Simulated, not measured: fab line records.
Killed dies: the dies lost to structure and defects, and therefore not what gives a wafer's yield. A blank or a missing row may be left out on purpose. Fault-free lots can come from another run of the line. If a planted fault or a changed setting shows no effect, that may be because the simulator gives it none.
fab line records | flow nandHarc
record: lots: 11 | wafers: 32 | lastDay: 33
route steps=1302 shown A_M1@1184 A_BONDPAD@1220 END@1302
lots untouched by any fault: they come from a run of this same line in which no faults occurred
startH: hours from the record's first day to the start of the lot's first wafer shown | waitH: how many hours have passed since the lot's step before this one | " as in the row above | L1.1+2: several wafers, shown together as one row | - value missing, or start not given | * or withheld: withheld | < > ~ a bound
route shown NAME@n: NAME is a module with steps in the file, n the number in the route of the first one | usual: mean/standard deviation of fault-free wafers | same: alike in all rows | chamber/n: place in a boat | sites: each site's reading | _std_site: standard deviation of those values | _edge_site: outer sites' mean less inner sites' | radiusMm: for every site, how far away it sits from the centre of the wafer | mask NAME#n: copy n | behind: the most recent tool/chamber to have shaped the wafer | hold: the reason the lot was held/the length of the hold in hours/how it ended | device: transistor that didn't switch, given as n, p or np | end of line: at the end of the route, the tests of the same wafers | a step with no rows: only its recipe | killed: dies lost to structure and defects at the first sort, not the wafer's yield | map: shows each die of a wafer: x if killed, . if not, _ if none is there
set.NAME: the setting the step ran with; set.NAME@STEP: the setting that earlier step ran with | model.NAME: the simulator's own value behind a step, which no gauge read
route steps across a sampled set of lots; one table per step, one row per wafer
services: a tool's chamber out of use, with start hour (startH, from the record's first day; less than 0 if before it), hours out, and reason
== steps ==
step: NHARC_A_M1_ETCH_15
recipe: targetDepthA: 1825 | timeS: 91.2 | c4f8FlowSccm: withheld | arFlowSccm: 400 | rfW: 600 | biasW: 300 | chemistry: C4F8/Ar
usual: chamberPressureMTorr: 25.001/0.021 | oesProductAu: 0.957/0.018 | rfVppV: 441.6/2.9 | runLengthS: 112.5/0.58
lot.wafer | tool       | chamber | startH | waitH | chamberPressureMTorr | oesProductAu | rfHoursCounterH | rfVppV | runLengthS
L842.4    | rieDiel-01 | 0       | -      | -     | 24.989               | 0.928        | 8.9             | 445.0  | 111.8
L842.5    | "          | 1       | "      | "     | 25.044               | 0.911        | -               | 441.8  | 112.8
L842.6    | "          | 2       | "      | "     | 25.022               | 0.918        | -               | 440.2  | 112.2
L844.3    | rieDiel-01 | 0       | -      | -     | 24.972               | 0.982        | 9.2             | 444.6  | 111.6
L844.6    | "          | 0       | "      | "     | 25.013               | 0.978        | -               | 443.6  | 111.8
L844.5    | "          | 1       | "      | "     | 25.048               | 0.964        | -               | 440.9  | 112.3
L841.1    | rieDiel-04 | 0       | -      | -     | 24.978               | 0.970        | 1.3             | 437.2  | 111.8
L841.5    | "          | 3       | "      | "     | 25.002               | 0.950        | -               | 441.3  | 112.7
L841.6    | "          | 2       | "      | "     | 24.985               | 0.947        | -               | 441.7  | 112.6
L847.1    | rieDiel-10 | 2       | -      | -     | 24.988               | 0.968        | 3.6             | 441.5  | 112.9
L847.6    | "          | 1       | "      | "     | 24.966               | 0.976        | -               | 444.0  | 113.4
L847.5    | "          | 2       | "      | "     | 25.019               | 0.964        | -               | 441.9  | 113.4
L848.2    | rieDiel-01 | 1       | -      | -     | 25.049               | 0.955        | 1.4             | 439.7  | 112.3
L848.1    | "          | 2       | "      | "     | 25.024               | 0.949        | 1.3             | 439.2  | 112.7
L848.5    | "          | 3       | "      | "     | 25.012               | 0.968        | -               | 436.4  | 111.9
L850.1    | rieDiel-01 | 3       | -      | -     | 25.017               | 0.966        | 1.4             | 436.3  | 111.9
L850.3    | "          | 1       | "      | "     | 25.007               | 0.957        | 2.3             | 441.3  | 112.8
L850.4    | "          | 2       | "      | "     | 24.945               | 0.956        | 2.3             | 440.5  | 113.0
L851.2    | rieDiel-10 | 3       | -      | -     | 24.965               | 0.944        | 0.8             | 444.8  | 111.7
L851.3    | "          | 0       | "      | "     | 24.998               | 0.990        | 0.9             | 444.5  | 113.4
L851.1    | "          | 1       | "      | "     | 25.010               | 0.959        | 1.0             | 444.2  | 113.2
L857.1    | rieDiel-04 | 1       | -      | -     | 24.976               | 0.958        | 6.1             | 442.7  | 113.1
L857.4    | "          | 2       | "      | "     | 25.010               | 0.945        | 8.1             | 443.4  | 113.2
L860.4    | rieDiel-01 | 2       | -      | -     | 25.003               | 0.950        | 7.2             | 441.2  | 112.4
L860.5    | "          | 3       | "      | "     | 24.980               | 0.983        | -               | 437.5  | 112.0
L860.6    | "          | 0       | "      | "     | 25.002               | 0.967        | -               | 443.9  | 111.9
L861.2    | rieDiel-04 | 1       | -      | -     | 24.981               | 0.970        | 0.7             | 443.6  | 112.5
L861.1    | "          | 2       | "      | "     | 24.960               | 0.964        | 0.4             | 443.0  | 112.9
L861.4    | "          | 3       | "      | "     | 25.045               | 0.984        | 0.5             | 440.9  | 113.2
L864.4    | rieDiel-10 | 0       | -      | -     | 25.006               | 0.954        | 4.0             | 442.7  | 113.2
L864.3    | "          | 1       | "      | "     | 24.972               | 0.927        | 4.2             | 444.6  | 112.7
L864.5    | "          | 2       | "      | "     | 25.011               | 0.923        | -               | 441.7  | 112.6
step: NHARC_A_M1_ANNEAL_31
recipe: tempC: 225 | timeS: 90
usual: wafer_temp_C_max: 225.9/0.43
lot.wafer | tool         | chamber | startH | waitH | wafer_temp_C_max
L842.4    | rtpAnneal-02 | 0       | 545.32 | -     | 225.5
L842.5    | "            | 0       | "      | "     | 225.6
L842.6    | "            | 0       | "      | "     | 225.6
L844.3    | rtpAnneal-01 | 0       | 550.60 | -     | 226.3
L844.5    | "            | 0       | "      | "     | 226.4
L844.6    | "            | 0       | "      | "     | 226.9
L841.1    | rtpAnneal-02 | 0       | 555.85 | 0.3   | 225.6
L841.5    | "            | 0       | "      | "     | 225.7
L841.6    | "            | 0       | "      | "     | 225.6
L847.1    | rtpAnneal-02 | 0       | 572.35 | -     | 225.6
L847.5    | "            | 0       | "      | "     | 225.6
L847.6    | "            | 0       | "      | "     | 225.5
L848.1    | rtpAnneal-02 | 0       | 588.96 | -     | 225.2
L848.2    | "            | 0       | "      | "     | 225.5
L848.5    | "            | 0       | "      | "     | 225.4
L850.1    | rtpAnneal-01 | 0       | 612.52 | -     | 226.3
L850.3    | "            | 0       | "      | "     | 226.1
L850.4    | "            | 0       | "      | "     | 226.6
L851.1    | rtpAnneal-02 | 0       | 625.60 | 0.3   | 225.3
L851.2    | "            | 0       | "      | "     | 225.2
L851.3    | "            | 0       | "      | "     | 225.3
L857.1    | rtpAnneal-01 | 0       | 686.58 | 0.3   | 226.0
L857.4    | "            | 0       | "      | "     | 226.2
L860.4    | rtpAnneal-01 | 0       | 709.22 | -     | 226.2
L860.5    | "            | 0       | "      | "     | 226.2
L860.6    | "            | 0       | "      | "     | 226.2
L861.1    | rtpAnneal-01 | 0       | 729.59 | 0.3   | 226.1
L861.2    | "            | 0       | "      | "     | 226.3
L861.4    | "            | 0       | "      | "     | 226.5
L864.3    | rtpAnneal-01 | 0       | 755.89 | 0.4   | 226.4
L864.4    | "            | 0       | "      | "     | 226.5
L864.5    | "            | 0       | "      | "     | 226.1
step: NHARC_A_BONDPAD_ETCH_12
recipe: targetDepthA: 2200 | timeS: 110 | chf3FlowSccm: 50 | o2FlowSccm: 10 | arFlowSccm: 200 | rfW: 500 | biasW: 200 | chemistry: CHF3/O2
usual: chamberPressureMTorr: 25.001/0.023 | drypumpMotorCurrentA: 5.8/0.51 | mfcArSccm: 200.0/0.64 | oesProductAu: 0.951/0.024 | rfVppV: 370.8/2.2 | runLengthS: 131.0/0.36 | showerheadPlenumPTorr: 2.41/0.096 | throttleValvePct: 20.572/0.0094
lot.wafer | tool       | chamber | startH | waitH | chamberPressureMTorr | drypumpMotorCurrentA | mfcArSccm | oesProductAu | rfHoursCounterH | rfVppV | runLengthS | showerheadPlenumPTorr | throttleValvePct
L842.4    | rieDiel-06 | 3       | 548.32 | -     | 24.990               | 5.9                  | 199.7     | 0.913        | 18              | 368.5  | 131.3      | 2.36                  | 20.588
L842.5    | "          | 0       | "      | "     | 24.996               | 5.5                  | 199.3     | 0.909        | -               | 374.2  | 130.6      | 2.52                  | 20.546
L842.6    | "          | 1       | "      | "     | 24.979               | 5.7                  | 199.9     | 0.935        | -               | 369.9  | 130.8      | 2.36                  | 20.565
L844.3    | rieDiel-05 | 1       | 553.65 | -     | 25.031               | 5.8                  | 199.7     | 0.926        | 3               | 371.5  | 131.2      | 2.51                  | 20.579
L844.6    | "          | 3       | "      | "     | 24.983               | 6.6                  | 201.4     | 0.927        | -               | 371.0  | 130.7      | 2.41                  | 20.558
L844.5    | "          | 0       | "      | "     | 24.953               | 5.7                  | 199.8     | 0.918        | -               | 374.0  | 130.6      | 2.55                  | 20.561
L841.1    | rieDiel-05 | 3       | 558.93 | -     | 25.008               | 6.6                  | 199.7     | 0.988        | 4               | 369.6  | 130.6      | 2.41                  | 20.557
L841.5    | "          | 2       | "      | "     | 25.042               | 5.1                  | 199.7     | 0.967        | -               | 370.1  | 131.0      | 2.31                  | 20.573
L841.6    | "          | 3       | "      | "     | 24.965               | 6.6                  | 199.9     | 0.977        | -               | 370.6  | 131.0      | 2.41                  | 20.593
L847.1    | rieDiel-05 | 3       | 575.48 | -     | 24.999               | 6.6                  | 200.7     | 0.924        | 5               | 373.0  | 130.6      | 2.41                  | 20.574
L847.5    | "          | 3       | "      | "     | 24.986               | 6.6                  | 202.0     | 0.930        | -               | 370.1  | 130.5      | 2.41                  | 20.575
L847.6    | "          | 0       | "      | "     | 25.030               | 5.7                  | 198.8     | 0.908        | -               | 372.8  | 130.7      | 2.55                  | 20.574
L848.1    | rieDiel-06 | 1       | 592.08 | -     | 24.996               | 5.7                  | 200.2     | 0.949        | 36              | 371.3  | 131.0      | 2.35                  | 20.559
L848.2    | "          | 3       | "      | "     | 25.009               | 5.9                  | 199.1     | 0.930        | 30              | 370.0  | 130.7      | 2.36                  | 20.569
L848.5    | "          | 0       | "      | "     | 24.968               | 5.5                  | 200.6     | 0.929        | -               | 372.6  | 130.7      | 2.51                  | 20.571
L850.3    | rieDiel-05 | 2       | 615.82 | -     | 25.025               | 5.1                  | 199.7     | 0.961        | 0               | 368.9  | 130.9      | 2.31                  | 20.568
L850.4    | "          | 3       | "      | "     | 25.005               | 6.6                  | 200.7     | 0.954        | 0               | 370.6  | 131.1      | 2.41                  | 20.564
L850.1    | "          | 1       | "      | "     | 24.987               | 5.8                  | 200.5     | 0.970        | 0               | 372.2  | 130.9      | 2.51                  | 20.580
L851.3    | rieDiel-05 | 2       | 629.09 | -     | 24.975               | 5.1                  | 201.3     | 0.957        | 1               | 369.2  | 131.6      | 2.31                  | 20.560
L851.1    | "          | 3       | "      | "     | 25.020               | 6.6                  | 201.2     | 0.937        | 1               | 370.3  | 130.4      | 2.40                  | 20.559
L851.2    | "          | 1       | "      | "     | 24.962               | 5.8                  | 200.9     | 0.965        | 1               | 374.0  | 130.9      | 2.51                  | 20.564
L857.1    | rieDiel-05 | 2       | 689.72 | -     | 24.974               | 5.1                  | 199.4     | 0.969        | 2               | 368.6  | 130.8      | 2.31                  | 20.569
L857.4    | "          | 1       | "      | "     | 25.015               | 5.8                  | 200.3     | 0.963        | 3               | 372.4  | 102.2      | 2.51                  | 20.567
L860.4    | rieDiel-05 | 3       | 712.21 | -     | 25.013               | 6.6                  | 201.0     | 0.920        | 3               | 370.9  | 101.1      | 2.40                  | 20.563
L860.6    | "          | 1       | "      | "     | 24.993               | 5.8                  | 200.3     | 0.930        | -               | 371.6  | 131.3      | 2.51                  | 20.576
L860.5    | "          | 2       | "      | "     | 24.951               | 5.1                  | 199.5     | 0.933        | -               | 369.6  | 101.6      | 2.31                  | 20.571
L861.1    | rieDiel-11 | 0       | 732.63 | -     | 25.007               | 5.9                  | 201.0     | 0.945        | 16              | 368.7  | 131.2      | 2.23                  | 20.558
L861.2    | "          | 1       | "      | "     | 24.979               | 5.9                  | 200.2     | 0.924        | 18              | 371.7  | 131.8      | 2.36                  | 20.578
L861.4    | "          | 2       | "      | "     | 24.964               | 5.7                  | 200.5     | 0.944        | 16              | 369.0  | 130.9      | 2.30                  | 20.578
L864.3    | rieDiel-11 | 3       | 758.95 | -     | 25.016               | 6.2                  | 200.3     | 1.004        | 23              | 368.0  | 131.4      | 2.32                  | 20.567
L864.4    | "          | 0       | "      | "     | 25.005               | 5.9                  | 201.2     | 0.971        | 20              | 365.8  | 131.2      | 2.23                  | 20.579
L864.5    | "          | 2       | "      | "     | 25.017               | 5.7                  | 200.5     | 1.005        | -               | 367.3  | 131.2      | 2.29                  | 20.564
step: NHARC_A_BONDPAD_STRIP_15
recipe: o2FlowSccm: 500 | arFlowSccm: 0 | biasW: 0 | chemistry: O2
usual: chamberPressureMTorr: 60.00/0.053 | drypumpMotorCurrentA: 5.9/0.41 | mfcArSccm: 0.009/0.012 | oesProductAu: 1.001/0.0091 | rfVppV: 57.8/0.8 | showerheadPlenumPTorr: 3.50/0.14 | throttleValvePct: 17.036/0.0088
lot.wafer | tool       | chamber | startH | waitH | chamberPressureMTorr | drypumpMotorCurrentA | mfcArSccm | oesProductAu | rfHoursCounterH | rfVppV | showerheadPlenumPTorr | throttleValvePct
L842.4    | rieDiel-06 | 1       | 548.51 | 0.1   | 59.95                | 5.7                  | 0         | 1.016        | 19              | 57.7   | 3.47                  | 17.030
L842.5    | "          | 1       | "      | "     | 60.01                | 5.7                  | 0         | 1.006        | -               | 57.5   | 3.47                  | 17.020
L842.6    | "          | 2       | "      | "     | 60.06                | 6.6                  | 0         | 0.985        | -               | 57.6   | 3.43                  | 17.028
L844.3    | rieDiel-11 | 1       | 553.88 | 0.1   | 60.07                | 5.9                  | 0         | 0.991        | 24              | 57.9   | 3.48                  | 17.018
L844.5    | "          | 3       | "      | "     | 59.96                | 6.2                  | 0.021     | 0.998        | -               | 57.8   | 3.43                  | 17.044
L844.6    | "          | 0       | "      | "     | 59.97                | 5.9                  | 0         | 0.996        | -               | 58.2   | 3.30                  | 17.028
L841.1    | rieDiel-05 | 0       | 559.15 | 0.1   | 60.02                | 5.7                  | 0         | 0.991        | 4               | 58.5   | 3.74                  | 17.037
L841.6    | "          | 3       | "      | "     | 59.91                | 6.6                  | 0.018     | 0.999        | -               | 58.9   | 3.53                  | 17.025
L841.5    | "          | 0       | "      | "     | 60.02                | 5.7                  | 0         | 0.974        | -               | 58.6   | 3.74                  | 17.036
L847.1    | rieDiel-11 | 2       | 575.75 | 0.1   | 59.99                | 5.7                  | 0.032     | 0.995        | 28              | 57.9   | 3.39                  | 17.036
L847.6    | "          | 3       | "      | "     | 60.10                | 6.2                  | 0.021     | 1.017        | -               | 58.0   | 3.43                  | 17.023
L847.5    | "          | 2       | "      | "     | 59.98                | 5.7                  | 0.032     | 1.001        | -               | 58.1   | 3.39                  | 17.030
L848.2    | rieDiel-11 | 1       | 592.29 | 0.1   | 59.98                | 5.9                  | 0         | 0.995        | 30              | 56.2   | 3.48                  | 17.029
L848.1    | "          | 0       | "      | "     | 60.01                | 5.9                  | 0         | 1.012        | 31              | 57.6   | 3.30                  | 17.047
L848.5    | "          | 1       | "      | "     | 60.09                | 5.9                  | 0         | 0.995        | -               | 57.7   | 3.48                  | 17.051
L850.3    | rieDiel-05 | 3       | 616.03 | 0.1   | 60.02                | 6.6                  | 0.018     | 1.000        | 0               | 58.5   | 3.53                  | 17.040
L850.1    | "          | 1       | "      | "     | 59.90                | 5.8                  | 0         | 1.006        | 0               | 58.3   | 3.68                  | 17.028
L850.4    | "          | 2       | "      | "     | 59.97                | 5.1                  | 0.022     | 1.014        | 0               | 56.7   | 3.39                  | 17.032
L851.3    | rieDiel-11 | 2       | 629.30 | 0.1   | 59.96                | 5.7                  | 0.032     | 1.010        | 0               | 58.0   | 3.39                  | 17.034
L851.2    | "          | 3       | "      | "     | 60.01                | 6.2                  | 0.021     | 1.002        | 0               | 57.6   | 3.43                  | 17.044
L851.1    | "          | 0       | "      | "     | 59.99                | 5.9                  | 0         | 1.017        | 0               | 57.5   | 3.29                  | 17.024
L857.4    | rieDiel-06 | 3       | 689.96 | 0.1   | 59.99                | 5.9                  | 0         | 0.998        | 6               | 57.5   | 3.44                  | 17.038
L857.1    | "          | 0       | "      | "     | 60.02                | 5.5                  | 0         | 1.000        | 4               | 58.0   | 3.67                  | 17.028
L860.4    | rieDiel-05 | 3       | 712.45 | 0.1   | 60.06                | 6.6                  | 0.018     | 0.999        | 3               | 56.4   | 3.53                  | 17.017
L860.6    | "          | 0       | "      | "     | 59.99                | 5.7                  | 0         | 0.987        | -               | 58.6   | 3.73                  | 17.046
L860.5    | "          | 1       | "      | "     | 60.02                | 5.8                  | 0         | 1.006        | -               | 58.6   | 3.68                  | 17.046
L861.2    | rieDiel-05 | 2       | 732.85 | 0.1   | 59.97                | 5.1                  | 0.022     | 1.007        | 3               | 58.4   | 3.39                  | 17.044
L861.4    | "          | 0       | "      | "     | 59.99                | 5.7                  | 0         | 0.996        | 4               | 57.9   | 3.73                  | 17.043
L861.1    | "          | 1       | "      | "     | 60.04                | 5.8                  | 0         | 1.000        | 4               | 58.0   | 3.68                  | 17.037
L864.4    | rieDiel-06 | 2       | 759.20 | 0.1   | 60.09                | 6.7                  | 0         | 0.984        | 26              | 58.0   | 3.39                  | 17.040
L864.3    | "          | 3       | "      | "     | 59.97                | 5.9                  | 0         | 0.994        | 30              | 58.2   | 3.43                  | 17.043
L864.5    | "          | 1       | "      | "     | 60.00                | 5.7                  | 0         | 1.012        | -               | 58.0   | 3.44                  | 17.043
step: NHARC_END_SORT_01
recipe: tempC: 25
usual: defectLimitedYield: 90.7/2.9 | killedAtArray: 58/20 | killedAtOther: 1.0/1.2 | killedAtPeriphery: 4.1/3 | killedDies: 63/20 | killedOpen: 3.2/1.7 | killedShort: 2.5/1.5
same: grossDies: 677
lot.wafer | tool      | chamber | startH | waitH | defectLimitedYield[%] | killedAtArray | killedAtOther | killedAtPeriphery | killedDies | killedOpen | killedShort
L857.1    | prober-02 | 0       | 718.63 | 2.5   | 91.6                  | 55            | 1             | 1                 | 57         | 4          | 2
L857.4    | prober-02 | 0       | 721.02 | 3.4   | 0                     | 671           | 0             | 6                 | 677        | 2          | 2
L860.4    | prober-01 | 0       | 744.04 | 3.4   | 0                     | 673           | 0             | 4                 | 677        | 5          | 4
L860.5    | prober-01 | 0       | 744.84 | 3.7   | 0                     | 673           | 3             | 1                 | 677        | 1          | 4
L860.6    | prober-01 | 0       | 745.63 | 4.0   | 87.9                  | 77            | 2             | 3                 | 82         | 5          | 2
killed by level:class
L857.1 A_CHANNEL_HOLE_D2:chamberFilmFlake=27 A_CHANNEL_HOLE_D1:chamberFilmFlake=11 A_CONTACT:chamberFilmFlake=6 A_STAIRCASE:chamberFilmFlake=5 A_ONON_D2:geometricParticle:open=2 P_GATE:geometricParticle:open=1 A_ONON_D1:geometricParticle:short=1 A_ONON_D2:geometricParticle:short=1
L857.4 A_BONDPAD:areaEtch=632 A_CHANNEL_HOLE_D2:chamberFilmFlake=16 A_CHANNEL_HOLE_D1:chamberFilmFlake=9 P_ZERO_WELL:chamberFilmFlake=5 A_CONTACT:chamberFilmFlake=3 A_STAIRCASE:chamberFilmFlake=2 A_SLIT:chamberFilmFlake=2 A_ONON_D1:geometricParticle:short=1
L860.4 A_BONDPAD:areaEtch=584 A_CHANNEL_HOLE_D2:chamberFilmFlake=32 A_CHANNEL_HOLE_D1:chamberFilmFlake=29 A_SLIT:chamberFilmFlake=13 A_CONTACT:chamberFilmFlake=4 P_GATE:chamberFilmFlake=3 A_CHANNEL_FILL_D1:geometricParticle:short=2 A_WL_FILL:geometricParticle:short=2
L860.5 A_BONDPAD:areaEtch=606 A_CHANNEL_HOLE_D1:chamberFilmFlake=23 A_CHANNEL_HOLE_D2:chamberFilmFlake=22 A_SLIT:chamberFilmFlake=9 A_CONTACT:chamberFilmFlake=7 THIN_TSV:chamberFilmFlake=3 A_WL_FILL:geometricParticle:short=2 A_M0:geometricParticle:open=1
L860.6 A_CHANNEL_HOLE_D1:chamberFilmFlake=31 A_CHANNEL_HOLE_D2:chamberFilmFlake=27 A_SLIT:chamberFilmFlake=8 A_CONTACT:chamberFilmFlake=4 A_CHANNEL_FILL_D1:geometricParticle:short=2 P_GATE:chamberFilmFlake=2 THIN_TSV:chamberFilmFlake=2 P_M1:geometricParticle:open=1
== services ==
tool         | chamber | startH | hours | kind
rieDiel-11   | -       | 524.67 | 0.5   | repair
rieDiel-11   | 3       | 538.83 | 4.8   | repair
rieDiel-06   | -       | 552.38 | 2.1   | repair
rieDiel-01   | -       | 557.97 | 9.0   | pm
rieDiel-01   | 3       | 570.01 | 14.0  | repair
rieDiel-06   | 3       | 573.18 | 5.0   | repair
rieDiel-05   | -       | 583.60 | 9.0   | pm
rieDiel-10   | -       | 586.59 | 0.7   | repair
rieDiel-10   | 1       | 594.11 | 4.1   | repair
rieDiel-10   | -       | 596.50 | 9.0   | pm
rieDiel-05   | 2       | 601.82 | 1.2   | repair
rieDiel-11   | -       | 610.09 | 9.0   | pm
rieDiel-05   | -       | 625.63 | 0.2   | repair
rieDiel-05   | 2       | 637.52 | 4.1   | repair
rieDiel-11   | 0       | 638.44 | 8.4   | repair
rieDiel-11   | 3       | 641.77 | 4.4   | repair
rieDiel-01   | 0       | 642.22 | 7.1   | repair
rieDiel-11   | 2       | 655.86 | 10.1  | repair
rieDiel-06   | -       | 661.74 | 9.0   | pm
rieDiel-11   | 2       | 703.06 | 4.4   | repair
rieDiel-11   | 2       | 723.19 | 3.4   | repair
rieDiel-06   | -       | 727.38 | 0.1   | repair
rieDiel-01   | -       | 734.97 | 9.0   | pm
rtpAnneal-02 | -       | 744.00 | 12.0  | pm
== key ==
firstSign: step: NHARC_A_BONDPAD_ETCH_12 | reading: runLengthS | direction: down | sigmas: 83 | usual: * | struck: *
effect: step: NHARC_END_SORT_01 | reading: defectLimitedYield | direction: down | sigmas: 31 | usual: 90.7 | struck: 0
moreKillsBornAt: NHARC_A_BONDPAD_ETCH_12@rieDiel-05: 1822
metAt NHARC_A_BONDPAD_ETCH_12
struckLots L857,L860
struckWafers L857.4,L860.4,L860.5
laterRowsLeftOut L857.4,L860.4,L860.5
notActingAt NHARC_A_M1_ETCH_15,NHARC_A_M1_ANNEAL_31,NHARC_A_BONDPAD_STRIP_15
onsetBetween 629.09 689.72
fault: kind: processParameterDrift | tool: rieDiel-05 | chamber: - | onsetH: 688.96 | steps: NHARC_A_BONDPAD_ETCH_12 | channel: timeS | offset: * | shape: step | endH: 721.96 | scope: struckWafersOnly | actsIn: * | stated: *
laterRowsLeftOut: the simulator's readings of these wafers behind a module that went badly wrong aren't trusted and aren't shown, but for the sort
